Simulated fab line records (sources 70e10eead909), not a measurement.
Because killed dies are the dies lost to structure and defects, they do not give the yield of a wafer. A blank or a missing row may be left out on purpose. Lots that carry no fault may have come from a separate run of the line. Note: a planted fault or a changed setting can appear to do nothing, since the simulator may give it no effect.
Matching of chambers / flow nand-harc / NHARC_A_STAIRCASE_DESCUM_270 on rie-diel-12: 4 sister chambers
The step chemistry O2, time 3 s. 4 wafers are shown with their chamber, then 8 later ones without.

== WAFERS WITH THEIR CHAMBER ==
wafer=L082.4; chamber=3; drypump-motor-current-A (A)=5.7
wafer=L087.2; chamber=0; drypump-motor-current-A (A)=6.1
wafer=L087.5; chamber=2; drypump-motor-current-A (A)=5.4
wafer=L091.4; chamber=1; drypump-motor-current-A (A)=5.7

== WAFERS WHOSE CHAMBER IS MISSING ==
wafer=L091.5; drypump-motor-current-A (A)=6.0
wafer=L091.6; drypump-motor-current-A (A)=5.6
wafer=L092.1; drypump-motor-current-A (A)=5.4
wafer=L092.3; drypump-motor-current-A (A)=6.0
wafer=L092.5; drypump-motor-current-A (A)=5.4
wafer=L097.2; drypump-motor-current-A (A)=5.4
wafer=L097.3; drypump-motor-current-A (A)=5.7
wafer=L097.4; drypump-motor-current-A (A)=5.7

== WHICH CHAMBER EACH ONE RAN IN ==
wafer=L091.5; from the rows above=0; in truth=0
wafer=L091.6; from the rows above=can't be placed: 1 or 3 or 2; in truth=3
wafer=L092.1; from the rows above=2; in truth=2
wafer=L092.3; from the rows above=0; in truth=0
wafer=L092.5; from the rows above=2; in truth=2
wafer=L097.2; from the rows above=2; in truth=2
wafer=L097.3; from the rows above=can't be placed: 1 or 3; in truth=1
wafer=L097.4; from the rows above=can't be placed: 1 or 3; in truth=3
Placed correctly: 5 of 8. These rows do not allow placing 3 (true chamber among the candidates in 3). Number placed wrongly: 0.
How it was worked out, from the rows above alone: a wafer's distance from a chamber is the root of the sum, over the readings, of the square of ((its reading less the chamber's mean) divided by the reading's scatter). If the next closest chamber is less than 2 further off than the closest, the wafer can't be placed; otherwise it belongs to the closest. Each chamber's mean is taken over the wafers shown for it. The scatter (one wafer shown for each chamber): square how far every hidden wafer sits from the nearest shown wafer, average those squares and take the square root.
